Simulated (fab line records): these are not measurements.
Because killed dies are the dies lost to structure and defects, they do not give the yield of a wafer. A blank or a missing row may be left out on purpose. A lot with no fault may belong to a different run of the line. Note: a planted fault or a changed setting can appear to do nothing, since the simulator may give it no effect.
fab line records ; flow nand-harc
record lots=5; wafers=15; last-day=33
route steps=1302 shown P_ZERO_WELL@68 P_STI@69
lots that met no fault: from a run of the same line without faults
start-h: start of the lot's first displayed wafer, in hours after the record's first day ; wait-h: hours from the lot's prior step to this one ; " same as the row above ; L1.1+2: several wafers, shown together as one row ; - no value, or no start given ; * or withheld: withheld ; < > ~ a bound
route shown NAME@n: names a module that has steps shown in the file, with the first one's number in the route ; usual: average and standard deviation across the fault-free wafers ; same: alike in all rows ; chamber/n: place in a boat ; sites: readings site by site ; _std_site: how widely they spread, as a standard deviation ; _edge_site: inner sites' mean taken away from outer sites' mean ; radius-mm: how far each site lies from the wafer's centre ; mask NAME#n: copy n ; behind: the last tool/chamber to shape the wafer ; hold: the reason the lot was held/the length of the hold in hours/how it ended ; device: transistor that didn't switch, given as n, p or np ; end of line: the same wafers' tests at the end of the route ; where a step has no rows: the recipe by itself ; killed: dies that structure and defects cost at the first sort, which is not the same as the wafer's yield ; map: dies across one wafer; x = killed, . = not, _ = none there
set.NAME: the setting the step ran with; set.NAME@STEP: the setting that earlier step ran with ; model.NAME: the simulator's own value behind a step, which no gauge read
lots at selected steps of the route; one table per step, one row per wafer
services: the hour from which a tool's chamber was out of use, counted from the record's first day as start-h (under 0 if before that day), plus the number of hours and why
## steps
# step NHARC_P_ZERO_WELL_INSPECT_43
# usual raw-defect-count=13/6.7
lot.wafer;tool;chamber;start-h;wait-h;raw-defect-count
L882.1;defect-inspect-01;-;78.17;1.1;10
L882.2;defect-inspect-01;-;78.17;1.1;20
L882.5;defect-inspect-01;-;78.17;1.1;15
L887.2;defect-inspect-02;-;127.48;0.5;8
L887.5;defect-inspect-02;-;127.48;0.5;14
L887.6;defect-inspect-02;-;127.48;0.5;11
L889.3;defect-inspect-02;-;147.58;0.4;20
L889.5;defect-inspect-02;-;147.58;0.4;16
L889.6;defect-inspect-02;-;147.58;0.4;12
L899.3;defect-inspect-01;-;247.67;0.4;10
L899.4;defect-inspect-01;-;247.67;0.4;8
L899.6;defect-inspect-01;-;247.67;0.4;11
L900.1;defect-inspect-01;-;257.32;0.6;22
L900.5;defect-inspect-01;-;257.32;0.6;20
L900.6;defect-inspect-01;-;257.32;0.6;10
# step NHARC_P_STI_ETCH_26
# recipe target-depth-a=110; chemistry=dHF; material=SiO2
# step NHARC_P_STI_PRECLEAN_27
# recipe time-s=*; temp-c=50; bath-age-min=0; chemistry=SC1
# step NHARC_P_STI_SRD_28
# step NHARC_P_STI_OXIDE_29
# recipe target-thk-a=100; temp-c=900; ox-time-s=1362; material=SiO2
# step NHARC_P_STI_HM_DEP_30
# recipe target-thk-a=800; temp-c=790; pressure-mtorr=300; time-s=873; material=Si3N4
# step NHARC_P_STI_DEHYDRATE_01
# recipe temp-c=150; time-s=120
# step NHARC_P_STI_HMDS_02
# recipe time-s=30
# step NHARC_P_STI_COAT_41
# recipe temp-c=200; time-s=65
# step NHARC_P_STI_COAT_03
# recipe spin-rpm=2000; resist-thk-nm=600
# step NHARC_P_STI_SOFTBAKE_04
# recipe temp-c=125; time-s=70
# step NHARC_P_STI_EBR_05
# step NHARC_P_STI_EXPOSE_06
# recipe na=0.55; target-cd-nm=200; dose-mj=37.69; mask-id=P_STI
# usual focus-offset-nm=0.2/0.49; stage-vel-mm-s=500.00/0.24
lot.wafer;tool;chamber;start-h;wait-h;mask;focus-offset-nm;stage-vel-mm-s
L882.1;krf-scanner-04;0;93.80;-;P_STI#0;0.5;499.66
L882.2;krf-scanner-04;0;93.80;-;P_STI#0;0.2;500.07
L882.5;krf-scanner-04;0;93.80;-;P_STI#0;0.7;499.45
L887.2;krf-scanner-03;0;143.96;-;P_STI#0;-0.3;500.33
L887.5;krf-scanner-03;0;143.96;-;P_STI#0;-0.1;499.83
L887.6;krf-scanner-03;0;143.96;-;P_STI#0;0.7;499.76
L889.3;krf-scanner-03;0;162.50;-;P_STI_R1#0;1.0;499.99
L889.5;krf-scanner-03;0;162.50;-;P_STI_R1#0;0.7;499.86
L889.6;krf-scanner-03;0;162.50;-;P_STI_R1#0;-0.1;500.43
L899.3;krf-scanner-03;0;263.87;-;P_STI#0;-0.3;500.07
L899.4;krf-scanner-03;0;263.87;-;P_STI#0;0.1;500.33
L899.6;krf-scanner-03;0;263.87;-;P_STI#0;-0.7;499.64
L900.1;krf-scanner-03;0;272.27;-;P_STI#0;0.2;500.13
L900.5;krf-scanner-03;0;272.27;-;P_STI#0;-0.2;500.02
L900.6;krf-scanner-03;0;272.27;-;P_STI#0;0.5;499.72
# step NHARC_P_STI_PEB_07
# recipe peb-temp-c=128; peb-time-s=80
# step NHARC_P_STI_DEVELOP_08
# recipe time-s=50; dev-temp-c=22
# step NHARC_P_STI_CD_MEAS_09
# recipe target-cd-nm=200; landing-energy-ev=500
# usual cd-nm=200.1/2.5
lot.wafer;tool;chamber;start-h;wait-h;cd-nm
L882.1;cd-sem-02;0;93.95;-;200.0
L882.2;cd-sem-02;0;93.95;-;202.3
L882.5;cd-sem-02;0;93.95;-;199.9
L887.2;cd-sem-02;0;144.11;-;201.2
L887.5;cd-sem-02;0;144.11;-;200.8
L887.6;cd-sem-02;0;144.11;-;196.2
L889.3;cd-sem-01;0;162.65;-;179.7
L889.5;cd-sem-01;0;162.65;-;179.1
L889.6;cd-sem-01;0;162.65;-;181.2
L899.3;cd-sem-03;0;264.02;-;199.8
L899.4;cd-sem-03;0;264.02;-;195.4
L899.6;cd-sem-03;0;264.02;-;197.8
L900.1;cd-sem-03;0;272.42;-;204.8
L900.5;cd-sem-03;0;272.42;-;199.6
L900.6;cd-sem-03;0;272.42;-;198.3
# step NHARC_P_STI_OVL_MEAS_10
# usual overlay-x-nm=-2/5.7; overlay-y-nm=-2/5.8
lot.wafer;tool;chamber;start-h;wait-h;overlay-x-nm;overlay-y-nm
L882.1;overlay-02;-;94.04;-;-1;-1
L882.2;overlay-02;-;94.04;-;-1;-1
L882.5;overlay-02;-;94.04;-;0;-2
L887.2;overlay-02;-;144.19;-;-8;-4
L887.5;overlay-02;-;144.19;-;-8;-5
L887.6;overlay-02;-;144.19;-;-8;-4
L889.3;overlay-02;-;162.73;-;-1;-5
L889.5;overlay-02;-;162.73;-;-1;-5
L889.6;overlay-02;-;162.73;-;-1;-5
L899.3;overlay-02;-;264.10;-;-10;7
L899.4;overlay-02;-;264.10;-;-10;7
L899.6;overlay-02;-;264.10;-;-11;7
L900.1;overlay-02;-;272.51;-;0;-4
L900.5;overlay-02;-;272.51;-;0;-3
L900.6;overlay-02;-;272.51;-;0;-4
# step NHARC_P_STI_INSPECT_11
# usual raw-defect-count=5.8/2.7
lot.wafer;tool;chamber;start-h;wait-h;raw-defect-count
L882.1;defect-inspect-01;-;94.07;0.0;6
L882.2;defect-inspect-01;-;94.07;0.0;8
L882.5;defect-inspect-01;-;94.07;0.0;4
L887.2;defect-inspect-02;-;144.23;0.0;5
L887.5;defect-inspect-02;-;144.23;0.0;10
L887.6;defect-inspect-02;-;144.23;0.0;4
L889.3;defect-inspect-01;-;162.77;0.0;10
L889.5;defect-inspect-01;-;162.77;0.0;6
L889.6;defect-inspect-01;-;162.77;0.0;6
L899.3;defect-inspect-01;-;264.14;0.0;7
L899.4;defect-inspect-01;-;264.14;0.0;6
L899.6;defect-inspect-01;-;264.14;0.0;3
L900.1;defect-inspect-01;-;272.55;0.0;3
L900.5;defect-inspect-01;-;272.55;0.0;3
L900.6;defect-inspect-01;-;272.55;0.0;5
# step NHARC_P_STI_HARDBAKE_13
# recipe temp-c=118; time-s=65
# step NHARC_P_STI_DESCUM_14
# recipe time-s=3; o2-flow-sccm=200; ar-flow-sccm=0; bias-power-w=0; chemistry=O2
# usual drypump-motor-current-A=5.9/0.36; oes-product-au=1.002/0.016; rf-vpp-V=57.9/0.9; showerhead-plenum-p-Torr=1.93/0.064; throttle-valve-pct=11.312/0.0091
# same bias-power-w=0
lot.wafer;tool;chamber;start-h;wait-h;drypump-motor-current-A;oes-product-au;rf-hours-counter-h;rf-vpp-V;showerhead-plenum-p-Torr;throttle-valve-pct;model.P_STI.cd-nm
L882.1;rie-diel-01;1;94.23;-;5.7;1.014;6;58.5;2.05;11.315;200.3
L882.2;rie-diel-01;2;94.23;-;6.3;1.025;6;57.0;2.00;11.313;202.4
L882.5;rie-diel-01;0;94.23;-;5.9;1.000;-;57.9;1.83;11.307;200
L887.2;rie-diel-12;0;144.37;-;5.7;0.999;2;57.8;1.86;11.318;201.4
L887.5;rie-diel-12;3;144.37;-;6.6;0.999;-;57.6;1.91;11.316;201.7
L887.6;rie-diel-12;0;144.37;-;5.7;0.996;-;57.2;1.87;11.314;196.9
L889.3;rie-diel-01;0;162.92;-;5.8;1.005;11;57.4;1.83;11.318;179.3
L889.6;rie-diel-01;2;162.92;-;6.3;1.021;-;57.9;2.00;11.302;181.2
L889.5;rie-diel-01;3;162.92;-;6.1;0.993;-;56.1;1.95;11.318;179.4
L899.3;rie-diel-02;2;264.27;-;5.4;0.994;2;56.7;1.89;11.296;200.2
L899.4;rie-diel-02;1;264.27;-;6.1;0.974;2;59.0;1.97;11.305;195.4
L899.6;rie-diel-02;3;264.27;-;5.9;0.981;-;58.5;1.92;11.314;197.4
L900.1;rie-diel-01;3;272.70;-;6.0;0.997;6;57.5;1.95;11.316;204.6
L900.6;rie-diel-01;1;272.70;-;5.7;1.017;-;57.8;2.05;11.299;198.6
L900.5;rie-diel-01;2;272.70;-;6.3;1.016;-;57.1;1.99;11.313;200
# step NHARC_P_STI_ETCH_42
# recipe target-depth-a=800; overetch-a=240; time-s=61; ion-energy-ev=200; n2-flow-sccm=150; h2-flow-sccm=150; ar-flow-sccm=0; rf-w=400; bias-w=150; chemistry=N2/H2
# usual drypump-motor-current-A=5.8/0.35; oes-product-au=1.001/0.016; rf-vpp-V=430.7/2; showerhead-plenum-p-Torr=2.05/0.074; throttle-valve-pct=14.171/0.0081
lot.wafer;tool;chamber;start-h;wait-h;drypump-motor-current-A;oes-product-au;rf-hours-counter-h;rf-vpp-V;showerhead-plenum-p-Torr;throttle-valve-pct
L882.1;rie-diel-01;2;94.29;0.1;6.3;1.033;6;432.9;2.13;14.172
L882.2;rie-diel-01;0;94.29;0.1;5.9;1.010;6;427.7;1.95;14.173
L882.5;rie-diel-01;2;94.29;0.1;6.4;1.031;-;432.3;2.13;14.170
L887.2;rie-diel-12;2;144.45;0.1;5.7;0.993;2;430.3;2.01;14.166
L887.5;rie-diel-12;1;144.45;0.1;5.2;1.027;-;427.5;1.92;14.189
L887.6;rie-diel-12;2;144.45;0.1;5.7;1.005;-;429.3;2.01;14.155
L889.3;rie-diel-01;1;163.00;0.1;5.6;1.024;11;436.4;2.19;14.187
L889.5;rie-diel-01;3;163.00;0.1;6.1;0.987;-;431.8;2.08;14.172
L889.6;rie-diel-01;0;163.00;0.1;5.8;1.002;-;426.8;1.95;14.159
L899.3;rie-diel-02;3;264.36;0.1;5.8;1.004;2;431.0;2.05;14.170
L899.4;rie-diel-02;1;264.36;0.1;6.1;0.978;2;433.3;2.11;14.169
L899.6;rie-diel-02;0;264.36;0.1;5.5;1.016;-;429.8;2.02;14.168
L900.1;rie-diel-01;2;272.78;0.1;6.3;1.007;5;431.7;2.13;14.163
L900.5;rie-diel-01;3;272.78;0.1;6.1;0.991;-;432.2;2.08;14.167
L900.6;rie-diel-01;0;272.78;0.1;5.9;0.981;-;428.5;1.94;14.169
# step NHARC_P_STI_ETCH_31
# recipe target-depth-a=1089; time-s=54.5; cf4-flow-sccm=100; chf3-flow-sccm=30; ar-flow-sccm=0; rf-w=500; bias-w=200; chemistry=CF4/CHF3
# usual drypump-motor-current-A=5.8/0.36; oes-product-au=0.965/0.02; rf-vpp-V=370.8/2; showerhead-plenum-p-Torr=1.58/0.051; throttle-valve-pct=16.801/0.0085
lot.wafer;tool;chamber;start-h;wait-h;drypump-motor-current-A;oes-product-au;rf-hours-counter-h;rf-vpp-V;showerhead-plenum-p-Torr;throttle-valve-pct
L882.1;rie-diel-01;0;-;-;5.8;0.952;6;368.7;1.51;16.781
L882.2;rie-diel-01;2;-;-;6.3;0.999;6;371.9;1.64;16.814
L882.5;rie-diel-01;0;-;-;5.8;0.945;-;366.3;1.51;16.814
L887.2;rie-diel-12;3;-;-;6.6;0.953;3;369.7;1.57;16.811
L887.6;rie-diel-12;1;-;-;5.2;0.992;-;366.9;1.49;16.792
L887.5;rie-diel-12;2;-;-;5.7;0.969;-;368.8;1.55;16.798
L889.3;rie-diel-01;2;-;-;6.3;0.981;12;371.7;1.64;16.792
L889.5;rie-diel-01;0;-;-;5.9;0.966;-;370.5;1.51;16.802
L889.6;rie-diel-01;1;-;-;5.7;0.995;-;374.0;1.68;16.791
L899.4;rie-diel-02;2;-;-;5.3;0.961;2;370.0;1.56;16.809
L899.3;rie-diel-02;0;-;-;5.6;0.983;2;368.9;1.56;16.810
L899.6;rie-diel-02;2;-;-;5.3;0.962;-;369.8;1.56;16.806
L900.1;rie-diel-01;1;-;-;5.7;0.985;5;374.7;1.68;16.801
L900.5;rie-diel-01;2;-;-;6.3;0.969;-;373.4;1.64;16.820
L900.6;rie-diel-01;3;-;-;6.1;0.970;-;372.0;1.60;16.802
# step NHARC_P_STI_ETCH_15
# recipe target-depth-a=3000; taper-deg=4; time-s=100.1; hbr-flow-sccm=150; cl2-flow-sccm=50; rf-w=400; icp-w=400; bias-w=100; chemistry=HBr/Cl2
# usual drypump-motor-current-A=6.1/0.41; oes-product-au=1.004/0.012; throttle-valve-pct=26.406/0.01
lot.wafer;tool;chamber;start-h;wait-h;drypump-motor-current-A;oes-product-au;rf-hours-counter-h;throttle-valve-pct;model.P_STI.cd-nm
L882.1;rie-si-03;3;94.49;-;6.2;0.990;0.2;26.426;199.1
L882.2;rie-si-03;0;94.49;-;6.4;0.989;0.2;26.422;200.7
L882.5;rie-si-03;0;94.49;-;6.4;1.001;-;26.400;199.2
L887.2;rie-si-05;0;144.65;-;6.5;0.980;0.0;26.401;198
L887.6;rie-si-05;3;144.65;-;6.1;1.004;-;26.411;196.1
L887.5;rie-si-05;0;144.65;-;6.5;0.983;-;26.414;199.6
L889.3;rie-si-05;2;163.20;-;6.4;1.023;0.2;26.399;178.3
L889.5;rie-si-05;1;163.20;-;5.6;1.008;-;26.395;178
L889.6;rie-si-05;2;163.20;-;6.4;1.016;-;26.416;179.9
L899.4;rie-si-05;1;264.58;-;5.6;0.993;0.7;26.410;195.5
L899.3;rie-si-05;2;264.58;-;6.3;1.018;0.9;26.405;198.1
L899.6;rie-si-05;3;264.58;-;6.1;1.004;-;26.409;196.4
L900.1;rie-si-05;2;272.96;-;6.3;1.016;1.0;26.392;202.3
L900.5;rie-si-05;2;272.96;-;6.3;0.997;-;26.396;199.1
L900.6;rie-si-05;3;272.96;-;6.1;1.015;-;26.416;196.9
# step NHARC_P_STI_CD_MEAS_16
# usual cd-nm=199.1/2.8
lot.wafer;tool;chamber;start-h;wait-h;cd-nm
L882.1;cd-sem-03;-;94.65;-;199.0
L882.2;cd-sem-03;-;94.65;-;201.0
L882.5;cd-sem-03;-;94.65;-;199.2
L887.2;cd-sem-01;-;144.80;-;197.4
L887.5;cd-sem-01;-;144.80;-;199.5
L887.6;cd-sem-01;-;144.80;-;196.0
L889.3;cd-sem-03;-;163.35;-;178.4
L889.5;cd-sem-03;-;163.35;-;177.7
L889.6;cd-sem-03;-;163.35;-;179.8
L899.3;cd-sem-02;-;264.71;-;198.1
L899.4;cd-sem-02;-;264.71;-;195.8
L899.6;cd-sem-02;-;264.71;-;196.1
L900.1;cd-sem-03;-;273.12;-;202.3
L900.5;cd-sem-03;-;273.12;-;199.0
L900.6;cd-sem-03;-;273.12;-;196.9
# step NHARC_P_STI_OCD_MEAS_17
# usual trench-depth-nm=303/5.6; trench-foot-cd-nm=157.7/2.7
lot.wafer;tool;chamber;start-h;wait-h;trench-depth-nm;trench-foot-cd-nm
L882.1;ocd-01;-;94.73;0.1;296;158.8
L882.2;ocd-01;-;94.73;0.1;297;160.6
L882.5;ocd-01;-;94.73;0.1;299;158.2
L887.2;ocd-02;-;144.89;0.1;291;159.6
L887.5;ocd-02;-;144.89;0.1;290;160.9
L887.6;ocd-02;-;144.89;0.1;303;154.3
L889.3;ocd-02;-;163.43;0.1;311;136.4
L889.5;ocd-02;-;163.43;0.1;303;136.9
L889.6;ocd-02;-;163.43;0.1;312;137.4
L899.3;ocd-02;-;264.80;0.1;310;156.3
L899.4;ocd-02;-;264.80;0.1;300;153.8
L899.6;ocd-02;-;264.80;0.1;302;155.3
L900.1;ocd-02;-;273.21;0.1;306;161.7
L900.5;ocd-02;-;273.21;0.1;306;156.8
L900.6;ocd-02;-;273.21;0.1;304;156.3
# step NHARC_P_STI_STRIP_19
# recipe time-s=900; temp-c=130; chemistry=SPM
## services
tool;chamber;start-h;hours;kind
rie-diel-01;0;84.80;-;clean
rie-diel-01;1;84.80;-;clean
rie-diel-01;2;84.80;-;clean
rie-diel-01;3;84.80;-;clean
krf-scanner-03;-;84.92;7.5;repair
rie-diel-12;-;91.43;9.0;pm
krf-scanner-04;-;103.82;0.7;repair
rie-diel-12;1;109.23;2.7;repair
rie-diel-01;0;109.30;-;clean
rie-diel-12;1;123.92;2.9;repair
rie-si-05;-;128.00;9.0;pm
rie-diel-12;2;146.56;9.0;repair
krf-scanner-04;-;182.00;4.0;pm
rie-si-05;1;183.54;19.9;repair
rie-si-03;0;199.81;6.9;repair
rie-diel-01;-;203.80;9.0;pm
rie-diel-02;-;216.70;9.0;pm
rie-si-03;-;221.00;9.0;pm
krf-scanner-03;-;228.07;4.0;pm
rie-diel-12;-;243.82;0.8;repair
rie-diel-02;3;254.78;8.2;repair
krf-scanner-03;-;258.09;0.2;repair
rie-diel-12;-;268.43;9.0;pm
rie-si-03;-;271.45;0.9;repair
## key
first-sign step=NHARC_P_STI_EXPOSE_06; reading=mask; direction=changed
effect step=NHARC_P_STI_CD_MEAS_09; reading=cd-nm; direction=down; sigmas=8; usual=200.1; struck=180.0
effect step=NHARC_P_STI_CD_MEAS_16; reading=cd-nm; direction=down; sigmas=7.3; usual=199.1; struck=178.6
effect step=NHARC_P_STI_OCD_MEAS_17; reading=trench-foot-cd-nm; direction=down; sigmas=7.6; usual=157.7; struck=136.9
model-effect step=NHARC_P_STI_DESCUM_14; value=P_STI.cd-nm; without=198.4; struck=180
model-effect step=NHARC_P_STI_ETCH_15; value=P_STI.cd-nm; without=197.1; struck=178.8
met-at NHARC_P_STI_EXPOSE_06
struck-wafers L889.3,L889.5,L889.6
sort-left-out L889.3,L889.5,L889.6
tester-left-out L889
onset-between 143.96 162.50
fault kind=wrong-mask; tool=any; chamber=-; onset-h=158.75; steps=NHARC_P_STI_EXPOSE_06; aux-copy=P_STI_R1#0; cd-offset-nm=-18.344; scope=struck-lots-only
# tester-left-out: of these lots the tester's yield and bins aren't shown, on N5 and GAA mostly nor the transistor test; their killed dies are dies lost to structure and defects alone, not to doping, threshold or leakage, so they don't give the yield
# sort-left-out: the simulated sort isn't trusted on such a fault, so these wafers' sort isn't shown, and their yield isn't known
